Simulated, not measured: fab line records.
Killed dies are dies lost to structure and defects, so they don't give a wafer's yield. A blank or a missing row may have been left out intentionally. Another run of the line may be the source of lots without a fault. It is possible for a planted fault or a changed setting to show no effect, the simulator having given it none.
What tool caused it? :: flow nandHarc :: 11 lots, 33 wafers sampled, at 5 steps of a route of 1159

## WHAT EACH GAUGE READ, for each wafer
NHARC_END_SORT_01.
lot: L833
measured: day 20 16:31
on: prober-02
killedAtArray: 23 19 26

lot: L834
measured: day 21 00:17
on: prober-02
killedAtArray: 11 12 13

lot: L836
measured: day 20 19:42
on: prober-01
killedAtArray: 40 32 25

lot: L843
measured: day 23 20:12
on: prober-01
killedAtArray: 14 14 13

lot: L848
measured: day 24 12:32
on: prober-01
killedAtArray: 17 19 18

lot: L853
measured: day 25 05:35
on: prober-02
killedAtArray: 22 31 33

## WHAT TOOL EACH LOT RAN ON (gives the tool, then ch and the chambers of the sampled wafers, and finally the start)
lot: L831
NHARC_A_STAIRCASE_ETCH_313: rieDiel-05 ch 2,3, day 12 04:15
NHARC_A_STAIRCASE_ETCH_453: rieDiel-05 ch 0,2,3, day 13 12:35 or earlier
NHARC_A_STAIRCASE_DEP_325: pecvd-04 ch 0,1,2, day 13 12:35
NHARC_A_STAIRCASE_DESCUM_443: rieDiel-05 ch 0,1,3, day 13 22:20

lot: L832
NHARC_A_STAIRCASE_ETCH_313: rieDiel-05 ch 0,1,2, day 12 06:11
NHARC_A_STAIRCASE_ETCH_453: rieDiel-05 ch 0,1, day 13 18:57 or earlier
NHARC_A_STAIRCASE_DEP_325: pecvd-02 ch 1,2, day 13 18:57
NHARC_A_STAIRCASE_DESCUM_443: rieDiel-05 ch 1,2,3, day 14 03:17

lot: L833
NHARC_A_STAIRCASE_ETCH_313: rieDiel-05 ch 0,1,2, day 12 13:26
NHARC_A_STAIRCASE_ETCH_453: rieDiel-05 ch 0,1,3, day 13 18:59 or earlier
NHARC_A_STAIRCASE_DEP_325: pecvd-01 ch 1,2, day 13 18:59
NHARC_A_STAIRCASE_DESCUM_443: rieDiel-04 ch 0,1,3, day 14 03:36

lot: L834
NHARC_A_STAIRCASE_ETCH_313: rieDiel-05 ch 1,2,3, day 12 15:29
NHARC_A_STAIRCASE_ETCH_453: rieDiel-05 ch 0,2, day 13 22:24 or earlier
NHARC_A_STAIRCASE_DEP_325: pecvd-01 ch 1,2, day 13 22:24
NHARC_A_STAIRCASE_DESCUM_443: rieDiel-11 ch 0,2, day 14 07:05

lot: L836
NHARC_A_STAIRCASE_ETCH_313: rieDiel-05 ch 2,3, day 13 00:37
NHARC_A_STAIRCASE_ETCH_453: rieDiel-05 ch 0,1,2, day 14 13:03 or earlier
NHARC_A_STAIRCASE_DEP_325: pecvd-01 ch 1,2, day 14 13:03
NHARC_A_STAIRCASE_DESCUM_443: rieDiel-04 ch 1,3, day 14 21:38

lot: L837
NHARC_A_STAIRCASE_ETCH_313: rieDiel-11 ch 0,2,3, day 13 06:03
NHARC_A_STAIRCASE_ETCH_453: rieDiel-11 ch 0,2,3, day 14 18:17 or earlier
NHARC_A_STAIRCASE_DEP_325: pecvd-01 ch 1,2, day 14 18:17
NHARC_A_STAIRCASE_DESCUM_443: rieDiel-05 ch 0,2,3, day 15 02:55

lot: L843
NHARC_A_STAIRCASE_ETCH_313: rieDiel-11 ch 0,1,2, day 15 09:24
NHARC_A_STAIRCASE_ETCH_453: rieDiel-11 ch 0,1,3, day 16 18:56 or earlier
NHARC_A_STAIRCASE_DEP_325: pecvd-01 ch 1,2, day 16 18:56
NHARC_A_STAIRCASE_DESCUM_443: rieDiel-05 ch 0,1,2, day 17 04:42

lot: L844
NHARC_A_STAIRCASE_ETCH_313: rieDiel-05 ch 0,2,3, day 15 14:34
NHARC_A_STAIRCASE_ETCH_453: rieDiel-05 ch 0,2,3, day 17 02:38 or earlier
NHARC_A_STAIRCASE_DEP_325: pecvd-01 ch 0,1,2, day 17 02:38
NHARC_A_STAIRCASE_DESCUM_443: rieDiel-05 ch 0,1,2, day 17 12:23

lot: L848
NHARC_A_STAIRCASE_ETCH_313: rieDiel-11 ch 0,3, day 16 06:04
NHARC_A_STAIRCASE_ETCH_453: rieDiel-04 ch 1,2,3, day 16 06:54
NHARC_A_STAIRCASE_DEP_325: pecvd-02 ch 1,2, day 17 18:32
NHARC_A_STAIRCASE_DESCUM_443: rieDiel-11 ch 0,1,3, day 18 03:18

lot: L849
NHARC_A_STAIRCASE_ETCH_313: rieDiel-05 ch 0,3, day 16 12:04
NHARC_A_STAIRCASE_ETCH_453: rieDiel-05 ch 0,2,3, day 17 19:02 or earlier
NHARC_A_STAIRCASE_DEP_325: pecvd-04 ch 1,2, day 17 19:02
NHARC_A_STAIRCASE_DESCUM_443: rieDiel-05 ch 1,2, day 18 03:08

lot: L853
NHARC_A_STAIRCASE_ETCH_313: rieDiel-05 ch 0,2,3, day 17 07:01
NHARC_A_STAIRCASE_ETCH_453: rieDiel-05 ch 1,3, day 18 15:42 or earlier
NHARC_A_STAIRCASE_DEP_325: pecvd-04 ch 0,1, day 18 15:42
NHARC_A_STAIRCASE_DESCUM_443: rieDiel-05 ch 1,2,3, day 18 23:41
- NHARC_A_STAIRCASE_ETCH_313: etches the open film in CF4/CHF3.
- NHARC_A_STAIRCASE_ETCH_453: etches the open film in CF4/O2, target depth 30 nm, overetch 3 nm, time 16.5 s.
- NHARC_A_STAIRCASE_DEP_325: deposits SiO2, target thk 3800 nm.
- NHARC_A_STAIRCASE_DESCUM_443: chemistry O2, time 3 s.

## THE ANSWER, worked out from the rows above alone
Rule: the usual values come from the lots themselves. Put in order of their means at a reading, lots are off if they are a third of the lots or fewer, leave a main group of 4 or more, and stand apart from it by a gap of 3 or more times the standard deviation of the main group's means; of several such gaps the widest counts. A main group whose means are all the same, to the digits that the tables above print for the reading, isn't used. Also off: a lot with no number at a reading for which 4 or more lots have one. All remaining lots with rows at the step are treated as sound.
Across all readings shown, no lot is off: no conclusion can be drawn from this.

## WHAT THE SIMULATOR HAD INSERTED
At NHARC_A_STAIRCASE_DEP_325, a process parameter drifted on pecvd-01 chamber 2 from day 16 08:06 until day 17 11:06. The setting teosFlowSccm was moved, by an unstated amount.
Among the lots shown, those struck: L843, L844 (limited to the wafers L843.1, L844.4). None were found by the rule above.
